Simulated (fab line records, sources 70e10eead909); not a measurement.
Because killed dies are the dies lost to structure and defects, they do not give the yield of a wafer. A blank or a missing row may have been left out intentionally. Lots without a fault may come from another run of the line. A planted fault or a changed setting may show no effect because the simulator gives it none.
fab line records	flow nand-harc
record: lots: 24	wafers: 72	last-day: 33
route steps=1302 shown P_M0@264 P_M1@300 P_M2@331
lots that met no fault: from a run of the same line without faults
start-h: hours from the record's first day to the start of the lot's first wafer shown	wait-h: hours since the lot's step before	" same as the row above	L1.1+2: one row covering several wafers at once	- either no value or no given start	* or withheld: withheld	< > ~ a bound
route shown NAME@n: a module of which the file shows steps, and the number in the route of the first	usual: mean/standard deviation of fault-free wafers	same: alike in all rows	chamber/n: place in a boat	sites: each site's reading	_std_site: standard deviation across them	_edge_site: outer sites' mean less inner sites'	radius-mm: for every site, how far away it sits from the centre of the wafer	mask NAME#n: copy n	behind: the most recent tool/chamber to have shaped the wafer	hold: why the lot went on hold/how many hours it stayed there/how the hold came to an end	device: whichever transistor did not switch (one of n, p or np)	end of line: the route-end tests of the same wafers	step lacking rows: just its recipe	killed: dies lost to structure and defects at the first sort, not the wafer's yield	map: the dies of a wafer, with x for killed, . for not killed, _ for no die there
set.NAME: the run value of the setting; set.NAME@STEP: its run value at that earlier step	model.NAME: the simulator's own value behind a step, which no gauge read
route steps across a sampled set of lots; one table per step, one row per wafer
services: a tool's chamber out of use, with start hour (start-h, from the record's first day; less than 0 if before it), hours out, and reason
== steps ==
step: NHARC_P_M0_OVL_MEAS_10
recipe: pitch-nm: 180
usual: overlay-x-nm: 0.2/0.85	overlay-y-nm: 0.0/0.84
lot.wafer	tool	chamber	start-h	wait-h	overlay-x-nm	overlay-y-nm
L074.1	overlay-02	-	117.63	-	0.7	1.2
L074.3	"	-	"	"	0.7	0.5
L074.6	"	-	"	"	0.6	1.4
L075.2	overlay-01	-	131.06	-	-0.7	-0.1
L075.3	"	-	"	"	-0.8	-0.5
L075.4	"	-	"	"	-0.2	-0.1
L076.1	overlay-02	-	141.28	-	1.7	0.9
L076.2	"	-	"	"	1.1	0.6
L076.3	"	-	"	"	1.2	0.5
L077.1	overlay-02	-	154.33	-	2.1	-0.2
L077.4	"	-	"	"	1.9	-0.7
L077.5	"	-	"	"	1.6	0.2
L078.2	overlay-01	-	158.94	-	-0.4	1.5
L078.3	"	-	"	"	-0.1	2.1
L078.5	"	-	"	"	-0.5	1.5
L079.2	overlay-01	-	171.12	-	0.0	-1.3
L079.3	"	-	"	"	-0.4	-1.1
L079.5	"	-	"	"	0.2	-1.6
L080.1	overlay-02	-	180.16	-	-1.0	-0.4
L080.2	"	-	"	"	-1.1	-0.8
L080.5	"	-	"	"	-0.4	-0.1
L081.1	overlay-01	-	191.91	-	0.3	-0.9
L081.2	"	-	"	"	-0.2	-1.0
L081.5	"	-	"	"	-0.1	-0.4
L082.1	overlay-02	-	203.68	-	1.5	-0.6
L082.4	"	-	"	"	0.6	0.1
L082.6	"	-	"	"	1.3	0.0
L083.2	overlay-01	-	207.54	-	-0.6	-0.3
L083.3	"	-	"	"	0.3	-0.2
L083.6	"	-	"	"	0.6	-0.8
L084.1	overlay-02	-	225.51	-	0.6	0.4
L084.4	"	-	"	"	0.0	0.8
L084.5	"	-	"	"	0.2	1.4
L085.2	overlay-02	-	231.31	-	1.4	0.9
L085.5	"	-	"	"	2.1	0.2
L085.6	"	-	"	"	1.4	0.3
L086.2	overlay-01	-	246.31	-	0.3	-0.3
L086.4	"	-	"	"	0.5	-0.7
L086.5	"	-	"	"	0.0	-0.4
L087.2	overlay-01	-	247.55	-	-1.3	-0.4
L087.3	"	-	"	"	-1.3	-0.2
L087.4	"	-	"	"	-1.3	-0.3
L089.1	overlay-02	-	276.26	-	-1.1	-0.6
L089.3	"	-	"	"	-0.9	-0.2
L089.4	"	-	"	"	-0.6	-0.5
L088.3	overlay-01	-	277.15	-	-0.2	-1.0
L088.4	"	-	"	"	0.4	-1.0
L088.6	"	-	"	"	0.1	-0.9
L091.1	overlay-01	-	295.57	-	-0.9	0.5
L091.3	"	-	"	"	-0.5	0.8
L091.4	"	-	"	"	-0.2	0.6
L090.4	overlay-02	-	296.35	-	-0.6	1.2
L090.5	"	-	"	"	-0.6	1.8
L090.6	"	-	"	"	-0.4	1.7
L092.2	overlay-01	-	312.31	-	0.8	-0.1
L092.4	"	-	"	"	0.7	-0.1
L092.6	"	-	"	"	0.3	-0.3
L094.2	overlay-02	-	323.35	-	0.2	-0.5
L094.5	"	-	"	"	0.0	-0.6
L094.6	"	-	"	"	0.7	-0.1
L095.1	overlay-02	-	324.22	-	-0.1	-0.6
L095.4	"	-	"	"	0.2	-0.3
L095.5	"	-	"	"	0.5	-1.0
L093.1	overlay-01	-	329.42	-	-0.8	-0.1
L093.5	"	-	"	"	-0.7	-0.7
L093.6	"	-	"	"	-1.1	0.0
L096.1	overlay-02	-	338.35	-	1.1	-0.3
L096.5	"	-	"	"	0.5	-0.6
L096.6	"	-	"	"	1.1	-1.1
L097.1	overlay-02	-	349.92	-	0.9	0.6
L097.2	"	-	"	"	0.6	0.4
L097.6	"	-	"	"	0.7	0.4
step: NHARC_P_M0_STRIP_18
recipe: power-w: 1000	n2-flow-sccm: 150	h2-flow-sccm: 150	ar-flow-sccm: 0	bias-w: 0	chemistry: N2/H2
usual: chamber-pressure-mTorr: 29.999/0.027	drypump-motor-current-A: 5.7/0.65	oes-product-au: 1.001/0.0081	rf-vpp-V: 90.6/0.94	showerhead-plenum-p-Torr: 2.03/0.094	throttle-valve-pct: 14.170/0.01
lot.wafer	tool	chamber	start-h	wait-h	chamber-pressure-mTorr	drypump-motor-current-A	oes-product-au	rf-hours-counter-h	rf-vpp-V	showerhead-plenum-p-Torr	throttle-valve-pct
L074.3	rie-diel-13	3	118.17	0.1	29.995	5.0	0.985	41	91.4	2.16	14.180
L074.1	"	1	"	"	30.017	5.2	1.002	41	91.0	2.05	14.159
L074.6	"	2	"	"	29.983	5.7	1.004	-	90.7	1.97	14.162
L075.4	rie-diel-13	0	131.54	0.1	29.972	6.5	1.008	47	90.4	1.96	14.168
L075.3	"	1	"	"	29.962	5.2	0.991	44	90.3	2.05	14.175
L075.2	"	3	"	"	29.968	5.0	0.989	43	91.4	2.16	14.156
L076.2	rie-diel-04	1	142.03	0.1	30.031	5.1	0.992	21	89.5	2.03	14.164
L076.1	"	2	"	"	30.005	5.7	1.003	20	92.5	2.15	14.159
L076.3	"	3	"	"	30.045	6.3	0.991	22	91.0	2.08	14.193
L077.1	rie-diel-12	3	154.87	0.1	29.966	6.3	1.009	20	92.1	2.19	14.180
L077.4	"	1	"	"	29.988	4.8	1.006	-	91.0	2.04	14.149
L077.5	"	2	"	"	29.958	6.5	1.005	-	90.8	1.97	14.169
L078.2	rie-diel-13	2	159.63	0.2	29.977	5.8	1.003	54	91.5	1.97	14.175
L078.3	"	1	"	"	30.029	5.2	0.996	54	92.1	2.05	14.185
L078.5	"	3	"	"	29.979	5.0	0.989	-	90.3	2.15	14.173
L079.2	rie-diel-12	0	171.68	0.1	29.989	5.0	1.003	15	91.9	1.90	14.165
L079.3	"	2	"	"	30.030	6.4	1.008	27	87.8	1.97	14.168
L079.5	"	0	"	"	29.983	5.0	1.011	-	91.2	1.90	14.168
L080.2	rie-diel-12	3	180.65	0.1	30.006	6.3	1.007	30	90.2	2.19	14.173
L080.1	"	1	"	"	30.000	4.8	1.018	32	90.1	2.04	14.178
L080.5	"	0	"	"	29.989	5.0	1.008	-	91.7	1.90	14.166
L081.2	rie-diel-04	2	192.40	0.1	29.976	5.7	0.999	0	92.2	2.15	14.179
L081.1	"	3	"	"	30.010	6.2	1.001	0	90.7	2.08	14.169
L081.5	"	1	"	"	29.984	5.1	0.994	-	90.9	2.03	14.152
L082.1	rie-diel-04	2	204.20	0.1	29.975	5.7	0.996	0	91.9	2.15	14.170
L082.4	"	1	"	"	29.998	5.1	1.010	-	89.6	2.03	14.163
L082.6	"	2	"	"	30.062	5.7	0.996	-	90.7	2.15	14.170
L083.3	rie-diel-04	3	208.04	0.1	29.958	6.3	0.997	0	90.5	2.08	14.195
L083.2	"	1	"	"	30.009	5.1	1.012	2	89.8	2.03	14.175
L083.6	"	3	"	"	29.997	6.3	0.993	-	89.9	2.08	14.167
L084.4	rie-diel-04	1	226.00	0.1	30.003	5.1	0.994	4	90.4	2.03	14.168
L084.1	"	3	"	"	29.992	6.2	0.994	4	91.0	2.07	14.179
L084.5	"	2	"	"	30.005	5.7	0.986	-	90.7	2.15	14.155
L085.2	rie-diel-04	1	231.80	0.1	29.984	5.1	1.008	4	90.9	2.03	14.179
L085.5	"	0	"	"	30.032	6.8	1.004	-	89.8	1.89	14.171
L085.6	"	1	"	"	29.985	5.1	1.003	-	90.2	2.03	14.173
L086.2	rie-diel-13	1	246.84	0.1	30.039	5.2	0.999	26	89.6	2.04	14.187
L086.4	"	3	"	"	30.032	5.0	1.003	-	91.5	2.14	14.175
L086.5	"	1	"	"	30.007	5.2	0.997	-	89.7	2.04	14.167
L087.2	rie-diel-13	2	248.02	0.1	30.020	5.8	1.008	25	91.0	1.96	14.178
L087.3	"	3	"	"	30.033	5.0	0.996	23	91.9	2.14	14.170
L087.4	"	2	"	"	29.981	5.8	1.006	-	90.5	1.96	14.165
L089.3	rie-diel-04	3	276.76	0.1	30.028	6.3	0.993	12	91.2	2.07	14.149
L089.1	"	0	"	"	29.990	6.8	0.997	15	90.7	1.88	14.171
L089.4	"	1	"	"	29.998	5.1	0.985	13	92.2	2.03	14.163
L088.4	rie-diel-04	2	277.62	0.1	29.973	5.7	0.992	12	91.2	2.14	14.166
L088.3	"	1	"	"	30.000	5.1	0.987	13	90.6	2.03	14.177
L088.6	"	2	"	"	29.987	5.7	0.997	-	91.4	2.14	14.176
L091.3	rie-diel-12	1	296.04	0.1	30.009	4.8	0.996	1	90.8	2.03	14.161
L091.1	"	3	"	"	30.008	6.2	1.006	4	90.7	2.18	14.173
L091.4	"	0	"	"	29.993	5.0	1.000	4	91.2	1.89	14.175
L090.4	rie-diel-12	3	296.85	0.1	29.976	6.3	1.003	4	92.3	2.18	14.169
L090.6	"	2	"	"	30.023	6.4	1.012	-	89.6	1.96	14.190
L090.5	"	3	"	"	30.019	6.3	0.997	-	91.7	2.18	14.166
L092.4	rie-diel-12	2	312.84	0.1	30.003	6.4	1.011	9	90.3	1.95	14.195
L092.2	"	3	"	"	29.998	6.2	0.995	9	91.0	2.18	14.174
L092.6	"	1	"	"	29.973	4.8	1.001	-	89.6	2.02	14.157
L094.2	rie-diel-13	2	323.85	0.1	29.962	5.8	1.007	54	90.3	1.95	14.178
L094.5	"	1	"	"	29.983	5.2	1.007	-	90.8	2.03	14.177
L094.6	"	2	"	"	29.976	5.8	0.993	-	88.6	1.95	14.162
L095.1	rie-diel-12	1	324.76	0.1	30.023	4.8	1.003	12	90.5	2.02	14.172
L095.4	"	3	"	"	30.038	6.3	1.010	-	90.4	2.17	14.158
L095.5	"	0	"	"	30.023	5.0	1.020	-	88.3	1.89	14.169
L093.1	rie-diel-13	1	329.91	0.1	29.963	5.2	0.990	54	90.5	2.03	14.149
L093.6	"	1	"	"	29.978	5.2	0.992	-	90.6	2.03	14.174
L093.5	"	2	"	"	29.981	5.7	1.003	-	90.6	1.95	14.160
L096.1	rie-diel-13	1	339.24	0.5	29.975	5.2	1.008	59	89.9	2.02	14.151
L096.5	"	2	"	"	30.010	5.7	1.005	-	90.4	1.95	14.169
L096.6	"	3	"	"	29.993	5.0	1.006	-	91.1	2.13	14.161
L097.2	rie-diel-04	2	350.51	0.1	29.982	5.7	0.992	27	92.5	2.14	14.177
L097.1	"	3	"	"	30.014	6.2	0.996	27	91.1	2.07	14.170
L097.6	"	1	"	"	30.015	5.1	1.008	-	92.3	2.02	14.170
step: NHARC_P_M1_ETCH_15
recipe: target-depth-a: 1825	time-s: 91.2	c4f8-flow-sccm: withheld	ar-flow-sccm: 400	rf-w: 600	bias-w: 300	chemistry: C4F8/Ar
usual: chamber-pressure-mTorr: 25.005/0.023	oes-product-au: 0.953/0.022	rf-vpp-V: 441.1/2.7
same: time-s: 91.2
lot.wafer	tool	chamber	start-h	wait-h	chamber-pressure-mTorr	oes-product-au	rf-hours-counter-h	rf-vpp-V
L074.1	rie-diel-06	2	-	-	25.011	0.928	13	444.5
L074.3	"	3	"	"	24.995	0.927	14	439.5
L074.6	"	0	"	"	24.978	0.973	-	442.9
L075.3	rie-diel-09	2	-	-	25.016	0.921	45	442.1
L075.2	"	3	"	"	24.994	0.975	45	444.4
L075.4	"	0	"	"	25.016	0.909	51	441.7
L076.2	rie-diel-06	0	-	-	25.050	0.948	1	440.2
L076.3	"	1	"	"	25.007	0.963	2	440.9
L076.1	"	3	"	"	25.012	0.970	1	440.0
L077.4	rie-diel-09	2	-	-	24.997	0.946	1	441.3
L077.1	"	0	"	"	25.040	0.963	2	443.1
L077.5	"	2	"	"	25.026	0.954	-	443.6
L078.2	rie-diel-11	1	-	-	25.039	0.925	5	440.5
L078.3	"	3	"	"	25.018	0.926	3	444.6
L078.5	"	2	"	"	25.017	0.916	-	437.2
L079.2	rie-diel-11	2	-	-	25.022	0.919	5	436.8
L079.3	"	1	"	"	24.998	0.930	6	440.3
L079.5	"	2	"	"	24.991	0.932	-	437.0
L080.1	rie-diel-11	2	-	-	25.026	0.980	5	437.5
L080.2	"	3	"	"	24.982	0.996	5	444.1
L080.5	"	2	"	"	24.999	0.994	-	436.1
L081.2	rie-diel-06	1	-	-	25.017	0.974	8	441.9
L081.1	"	2	"	"	25.029	0.982	7	444.1
L081.5	"	2	"	"	25.004	0.979	-	444.8
L082.4	rie-diel-09	2	-	-	25.014	0.971	15	442.2
L082.1	"	0	"	"	24.991	0.955	17	441.6
L082.6	"	3	"	"	25.003	0.974	-	442.9
L083.3	rie-diel-11	3	-	-	24.962	0.925	6	443.6
L083.2	"	0	"	"	24.997	0.918	6	438.0
L083.6	"	2	"	"	25.031	0.925	-	437.6
L084.4	rie-diel-11	1	-	-	25.014	0.908	9	441.5
L084.1	"	2	"	"	25.028	0.923	8	436.8
L084.5	"	3	"	"	25.009	0.924	-	445.1
L085.2	rie-diel-06	1	-	-	25.014	0.982	12	443.1
L085.5	"	2	"	"	24.993	0.978	-	444.4
L085.6	"	3	"	"	25.042	0.966	-	439.0
L086.4	rie-diel-11	1	-	-	25.032	0.921	10	441.3
L086.2	"	2	"	"	24.974	0.934	9	436.6
L086.5	"	0	"	"	24.985	0.922	-	439.2
L087.4	rie-diel-11	1	-	-	25.004	0.954	10	441.1
L087.2	"	2	"	"	25.010	0.977	9	435.7
L087.3	"	3	"	"	24.987	0.981	9	443.2
L089.1	rie-diel-11	3	-	-	24.955	0.966	1	445.4
L089.3	"	0	"	"	25.015	0.973	1	438.4
L089.4	"	1	"	"	24.990	0.969	1	442.6
L088.3	rie-diel-06	0	-	-	25.035	0.958	15	440.3
L088.6	"	0	"	"	24.977	0.960	-	440.9
L088.4	"	2	"	"	25.016	0.965	-	445.0
L091.3	rie-diel-06	0	-	-	24.980	0.933	16	440.2
L091.1	"	1	"	"	24.973	0.932	17	440.6
L091.4	"	2	"	"	25.022	0.966	15	444.0
L090.4	rie-diel-11	2	-	-	24.975	0.973	2	436.1
L090.5	"	0	"	"	25.018	0.952	-	438.4
L090.6	"	1	"	"	24.980	0.976	-	441.6
L092.2	rie-diel-06	0	-	-	25.028	0.974	0	441.3
L092.4	"	1	"	"	24.993	0.987	0	442.2
L092.6	"	2	"	"	24.976	0.972	-	443.6
L094.2	rie-diel-11	2	-	-	24.991	0.961	4	437.1
L094.6	"	0	"	"	25.042	0.986	-	440.8
L094.5	"	1	"	"	24.972	0.980	-	441.1
L095.1	rie-diel-11	2	-	-	24.999	0.961	4	435.4
L095.4	"	0	"	"	25.005	0.971	4	439.2
L095.5	"	3	"	"	24.985	0.977	-	442.4
L093.1	rie-diel-11	1	-	-	24.970	0.953	4	440.4
L093.5	"	1	"	"	24.968	0.959	-	440.1
L093.6	"	2	"	"	25.020	0.984	-	434.9
L096.1	rie-diel-06	0	-	-	24.979	0.915	2	441.4
L096.5	"	2	"	"	25.025	0.928	-	444.5
L096.6	"	3	"	"	25.043	0.921	-	438.0
L097.1	rie-diel-06	2	-	-	25.007	0.954	3	446.1
L097.2	"	0	"	"	24.991	0.974	3	441.4
L097.6	"	2	"	"	24.981	0.956	-	444.9
step: NHARC_P_M1_PRE_CLEAN_30
recipe: time-s: 30	temp-c: 280	gas: H2/He
usual: heater-power-w: 401/20
same: time-s: 30
lot.wafer	tool	chamber	start-h	wait-h	heater-power-w
L074.1	pvd-sputter-02	-	-	-	422
L074.3	"	-	"	"	386
L074.6	"	-	"	"	417
L075.3	pvd-sputter-01	-	-	-	406
L075.4	"	-	"	"	370
L075.2	"	-	"	"	406
L076.1	pvd-sputter-03	-	-	-	381
L076.3	"	-	"	"	410
L076.2	"	-	"	"	389
L077.4	pvd-sputter-02	-	-	-	436
L077.1	"	-	"	"	405
L077.5	"	-	"	"	411
L078.2	pvd-sputter-03	-	-	-	398
L078.3	"	-	"	"	384
L078.5	"	-	"	"	397
L079.3	pvd-sputter-01	-	-	-	374
L079.2	"	-	"	"	414
L079.5	"	-	"	"	399
L080.2	pvd-sputter-01	-	-	-	363
L080.1	"	-	"	"	402
L080.5	"	-	"	"	366
L081.1	pvd-sputter-02	-	-	-	415
L081.2	"	-	"	"	407
L081.5	"	-	"	"	402
L082.4	pvd-sputter-02	-	-	-	439
L082.1	"	-	"	"	378
L082.6	"	-	"	"	411
L083.2	pvd-sputter-02	-	-	-	414
L083.3	"	-	"	"	409
L083.6	"	-	"	"	403
L084.4	pvd-sputter-02	-	-	-	434
L084.1	"	-	"	"	421
L084.5	"	-	"	"	445
L085.2	pvd-sputter-03	-	-	-	396
L085.5	"	-	"	"	417
L085.6	"	-	"	"	384
L086.4	pvd-sputter-01	-	-	-	397
L086.2	"	-	"	"	359
L086.5	"	-	"	"	385
L087.2	pvd-sputter-01	-	-	-	392
L087.4	"	-	"	"	373
L087.3	"	-	"	"	393
L089.3	pvd-sputter-03	-	-	-	438
L089.1	"	-	"	"	392
L089.4	"	-	"	"	407
L088.4	pvd-sputter-01	-	-	-	384
L088.3	"	-	"	"	405
L088.6	"	-	"	"	397
L091.1	pvd-sputter-01	-	-	-	395
L091.4	"	-	"	"	375
L091.3	"	-	"	"	405
L090.4	pvd-sputter-02	-	-	-	449
L090.6	"	-	"	"	413
L090.5	"	-	"	"	438
L092.4	pvd-sputter-01	-	-	-	403
L092.2	"	-	"	"	388
L092.6	"	-	"	"	383
L094.2	pvd-sputter-03	-	-	-	395
L094.6	"	-	"	"	421
L094.5	"	-	"	"	422
L095.1	pvd-sputter-01	-	-	-	390
L095.4	"	-	"	"	367
L095.5	"	-	"	"	405
L093.1	pvd-sputter-03	-	-	-	413
L093.5	"	-	"	"	396
L093.6	"	-	"	"	420
L096.1	pvd-sputter-03	-	-	-	417
L096.6	"	-	"	"	397
L096.5	"	-	"	"	421
L097.2	pvd-sputter-01	-	-	-	395
L097.1	"	-	"	"	375
L097.6	"	-	"	"	409
step: NHARC_P_M2_DESCUM_14
recipe: time-s: 3	o2-flow-sccm: 200	ar-flow-sccm: 0	bias-power-w: 0	chemistry: O2
usual: chamber-pressure-mTorr: 59.99/0.052	drypump-motor-current-A: 5.7/0.51	oes-product-au: 0.999/0.0067	rf-vpp-V: 57.8/0.87	showerhead-plenum-p-Torr: 1.93/0.096	throttle-valve-pct: 11.312/0.0099
same: time-s: 3
lot.wafer	tool	chamber	start-h	wait-h	chamber-pressure-mTorr	drypump-motor-current-A	oes-product-au	rf-hours-counter-h	rf-vpp-V	showerhead-plenum-p-Torr	throttle-valve-pct
L074.1	rie-diel-07	1	126.28	0.1	60.02	5.6	0.988	0	58.3	1.84	11.325
L074.3	"	2	"	"	59.92	5.4	1.005	0	56.6	1.85	11.318
L074.6	"	1	"	"	59.85	5.6	0.992	-	58.5	1.84	11.302
L075.2	rie-diel-07	1	139.32	0.1	60.00	5.5	0.992	0.4	57.5	1.84	11.327
L075.3	"	3	"	"	60.01	6.0	1.003	0.5	58.5	1.96	11.313
L075.4	"	0	"	"	59.98	6.3	1.000	-	58.1	1.90	11.299
L076.3	rie-diel-08	1	149.86	0.1	60.01	6.1	1.000	4.9	59.3	1.96	11.317
L076.1	"	3	"	"	60.02	5.7	1.001	5.8	57.9	2.05	11.317
L076.2	"	0	"	"	59.95	4.6	1.008	5.0	57.0	1.80	11.312
L077.4	rie-diel-08	0	162.72	0.1	59.97	4.6	1.006	5.2	56.4	1.80	11.296
L077.1	"	2	"	"	60.01	6.1	0.996	6.0	58.0	2.05	11.303
L077.5	"	1	"	"	60.04	6.1	0.998	-	57.8	1.96	11.312
L078.3	rie-diel-08	1	167.43	0.1	59.89	6.1	0.995	5.3	57.8	1.96	11.333
L078.2	"	3	"	"	59.90	5.7	0.997	6.1	59.3	2.05	11.320
L078.5	"	1	"	"	59.97	6.1	0.996	-	57.9	1.96	11.308
L079.3	rie-diel-08	2	179.97	0.1	59.98	6.2	0.999	6.4	57.2	2.05	11.310
L079.2	"	0	"	"	60.02	4.6	1.014	5.5	56.5	1.80	11.306
L079.5	"	1	"	"	59.97	6.1	1.011	-	58.0	1.96	11.322
L080.2	rie-diel-08	0	188.95	0.1	60.01	4.6	1.012	6.0	55.9	1.80	11.319
L080.1	"	3	"	"	59.98	5.7	1.003	7.0	60.1	2.05	11.306
L080.5	"	1	"	"	59.97	6.1	0.994	-	57.1	1.96	11.299
L081.2	rie-diel-08	2	200.28	0.1	59.98	6.1	0.992	0	58.1	2.05	11.320
L081.1	"	0	"	"	59.96	4.7	1.001	0	57.7	1.80	11.315
L081.5	"	3	"	"	59.95	5.7	0.991	-	58.9	2.05	11.309
L082.4	rie-diel-08	1	212.16	0.1	60.00	6.1	0.999	0.1	56.0	1.96	11.318
L082.1	"	2	"	"	59.99	6.1	1.011	0.1	58.5	2.05	11.320
L082.6	"	2	"	"	59.94	6.1	1.001	-	58.4	2.05	11.317
L083.3	rie-diel-08	2	215.83	0.1	59.97	6.2	0.990	0.1	59.2	2.05	11.317
L083.2	"	3	"	"	59.98	5.7	0.986	0.2	57.8	2.05	11.305
L083.6	"	3	"	"	59.96	5.7	0.994	-	57.5	2.05	11.303
L084.4	rie-diel-03	1	234.13	0.1	59.94	5.6	0.998	9.1	57.1	1.78	11.293
L084.1	"	2	"	"	60.03	6.6	1.005	8.7	57.6	2.06	11.296
L084.5	"	0	"	"	59.95	5.5	0.993	-	57.7	1.86	11.317
L085.2	rie-diel-08	3	239.81	0.1	59.97	5.7	0.989	1.1	57.0	2.05	11.321
L085.6	"	1	"	"	59.87	6.1	1.001	-	57.6	1.96	11.316
L085.5	"	2	"	"	60.01	6.1	1.001	-	58.9	2.05	11.299
L086.4	rie-diel-08	0	254.77	0.1	60.02	4.6	0.998	1.3	58.0	1.80	11.316
L086.2	"	2	"	"	60.01	6.1	1.004	1.3	58.8	2.05	11.304
L086.5	"	0	"	"	59.96	4.6	1.006	-	56.5	1.80	11.305
L087.3	rie-diel-07	2	256.07	0.1	59.88	5.4	0.998	5.7	56.2	1.85	11.310
L087.4	"	3	"	"	59.98	6.0	1.000	5.6	58.3	1.96	11.299
L087.2	"	0	"	"	59.96	6.3	0.993	6.5	58.8	1.90	11.316
L089.1	rie-diel-07	2	284.41	0.1	60.05	5.4	1.015	7.7	58.5	1.85	11.321
L089.4	"	2	"	"	60.00	5.5	1.007	-	57.1	1.85	11.319
L089.3	"	0	"	"	60.07	6.3	1.000	-	58.5	1.90	11.310
L088.3	rie-diel-08	2	285.47	0.1	59.95	6.1	0.998	2.9	58.3	2.05	11.316
L088.4	"	2	"	"	60.03	6.1	0.996	-	57.7	2.05	11.317
L088.6	"	1	"	"	59.96	6.1	0.994	-	58.5	1.96	11.307
L091.1	rie-diel-07	0	303.86	0.1	60.01	6.3	1.002	0	58.2	1.90	11.322
L091.3	"	3	"	"	59.96	6.0	1.010	0	59.1	1.96	11.319
L091.4	"	3	"	"	59.99	6.0	1.009	-	56.7	1.96	11.302
L090.4	rie-diel-03	0	304.56	0.1	59.96	5.5	1.002	0.9	58.3	1.85	11.309
L090.5	"	3	"	"	60.01	5.3	0.995	-	58.3	1.86	11.310
L090.6	"	0	"	"	60.03	5.5	0.999	-	57.9	1.85	11.310
L092.2	rie-diel-07	0	320.63	0.1	59.99	6.3	0.993	0.3	58.2	1.90	11.316
L092.4	"	1	"	"	59.93	5.5	1.000	0.1	55.7	1.84	11.308
L092.6	"	1	"	"	59.96	5.5	0.993	-	57.5	1.84	11.308
L094.2	rie-diel-08	2	331.54	0.1	60.08	6.1	0.998	5.3	56.5	2.05	11.326
L094.6	"	2	"	"	60.02	6.1	0.986	-	58.3	2.05	11.305
L094.5	"	3	"	"	59.91	5.7	0.990	-	59.3	2.05	11.308
L095.4	rie-diel-07	0	332.52	0.1	59.97	6.3	0.991	1.6	57.2	1.90	11.301
L095.1	"	2	"	"	60.03	5.4	1.008	1.2	57.4	1.85	11.304
L095.5	"	3	"	"	60.05	6.0	1.007	-	57.9	1.96	11.305
L093.1	rie-diel-07	0	337.77	0.1	60.07	6.3	1.005	1.8	57.9	1.90	11.315
L093.5	"	1	"	"	59.97	5.5	0.997	-	56.6	1.84	11.301
L093.6	"	2	"	"	60.05	5.4	1.002	-	56.6	1.85	11.319
L096.1	rie-diel-08	3	347.08	0.1	60.08	5.6	0.989	4.4	58.8	2.05	11.325
L096.5	"	2	"	"	59.97	6.1	0.999	-	58.3	2.05	11.314
L096.6	"	3	"	"	60.05	5.6	0.999	-	58.9	2.05	11.326
L097.2	rie-diel-03	2	358.18	0.1	60.07	6.6	1.003	2.1	57.4	2.06	11.316
L097.1	"	3	"	"	59.98	5.2	1.003	3.8	59.1	1.86	11.314
L097.6	"	0	"	"	59.94	5.5	0.993	-	57.0	1.85	11.313
step: NHARC_P_M2_DEGAS_29
recipe: temp-c: 250	time-s: 60
usual: heater-power-w: 330/17
same: time-s: 60
lot.wafer	tool	chamber	start-h	wait-h	heater-power-w
L074.3	pvd-sputter-03	-	127.36	-	312
L074.1	"	-	"	"	322
L074.6	"	-	"	"	319
L075.2	pvd-sputter-02	-	140.44	-	317
L075.3	"	-	"	"	336
L075.4	"	-	"	"	346
L076.2	pvd-sputter-01	-	150.89	-	302
L076.3	"	-	"	"	326
L076.1	"	-	"	"	300
L077.4	pvd-sputter-02	-	163.80	-	337
L077.1	"	-	"	"	309
L077.5	"	-	"	"	343
L078.3	pvd-sputter-01	-	168.55	-	299
L078.2	"	-	"	"	328
L078.5	"	-	"	"	335
L079.2	pvd-sputter-02	-	181.04	-	343
L079.3	"	-	"	"	313
L079.5	"	-	"	"	309
L080.1	pvd-sputter-02	-	190.08	-	314
L080.2	"	-	"	"	339
L080.5	"	-	"	"	309
L081.1	pvd-sputter-03	-	201.41	-	315
L081.2	"	-	"	"	346
L081.5	"	-	"	"	311
L082.1	pvd-sputter-02	-	213.19	-	360
L082.4	"	-	"	"	317
L082.6	"	-	"	"	336
L083.3	pvd-sputter-02	-	216.89	-	329
L083.2	"	-	"	"	335
L083.6	"	-	"	"	335
L084.1	pvd-sputter-03	-	235.21	-	324
L084.4	"	-	"	"	331
L084.5	"	-	"	"	321
L085.2	pvd-sputter-02	-	240.83	-	350
L085.6	"	-	"	"	308
L085.5	"	-	"	"	334
L086.2	pvd-sputter-03	-	255.78	-	350
L086.4	"	-	"	"	324
L086.5	"	-	"	"	341
L087.4	pvd-sputter-03	-	257.09	-	336
L087.3	"	-	"	"	344
L087.2	"	-	"	"	326
L089.4	pvd-sputter-03	-	285.84	-	346
L089.3	"	-	"	"	331
L089.1	"	-	"	"	331
L088.3	pvd-sputter-03	-	286.80	-	319
L088.4	"	-	"	"	348
L088.6	"	-	"	"	337
L091.4	pvd-sputter-02	-	304.92	-	337
L091.1	"	-	"	"	322
L091.3	"	-	"	"	319
L090.4	pvd-sputter-01	-	305.65	-	329
L090.6	"	-	"	"	318
L090.5	"	-	"	"	307
L092.2	pvd-sputter-02	-	321.65	-	372
L092.4	"	-	"	"	329
L092.6	"	-	"	"	334
L094.2	pvd-sputter-01	-	332.58	-	309
L094.5	"	-	"	"	331
L094.6	"	-	"	"	310
L095.4	pvd-sputter-02	-	333.53	-	317
L095.1	"	-	"	"	336
L095.5	"	-	"	"	327
L093.1	pvd-sputter-02	-	338.76	-	322
L093.5	"	-	"	"	366
L093.6	"	-	"	"	327
L096.1	pvd-sputter-02	-	348.09	-	344
L096.6	"	-	"	"	330
L096.5	"	-	"	"	330
L097.1	pvd-sputter-03	-	359.19	-	323
L097.2	"	-	"	"	334
L097.6	"	-	"	"	348
== services ==
tool	chamber	start-h	hours	kind
pvd-sputter-02	-	104.11	10.0	pm
rie-diel-11	0	114.64	12.7	repair
rie-diel-04	2	117.14	7.5	repair
rie-diel-11	2	117.58	2.6	repair
rie-diel-06	-	130.29	9.0	pm
rie-diel-08	2	140.68	3.1	repair
rie-diel-11	-	145.62	0.2	repair
rie-diel-04	0	155.30	21.4	repair
rie-diel-06	2	156.82	3.8	repair
rie-diel-04	-	178.01	9.0	pm
pvd-sputter-01	-	182.99	2.2	repair
rie-diel-08	-	190.80	9.0	pm
pvd-sputter-01	-	192.31	41.4	repair
rie-diel-06	2	199.09	16.3	repair
rie-diel-04	3	203.93	3.6	repair
pvd-sputter-03	-	206.35	10.0	pm
rie-diel-06	2	231.85	3.3	repair
rie-diel-11	-	255.50	9.0	pm
rie-diel-06	3	265.94	6.4	repair
pvd-sputter-02	-	279.16	7.2	repair
rie-diel-08	3	280.36	15.0	repair
pvd-sputter-02	-	286.37	10.0	pm
rie-diel-08	1	289.88	5.3	repair
rie-diel-08	-	332.67	0.7	repair
== key ==
fault none
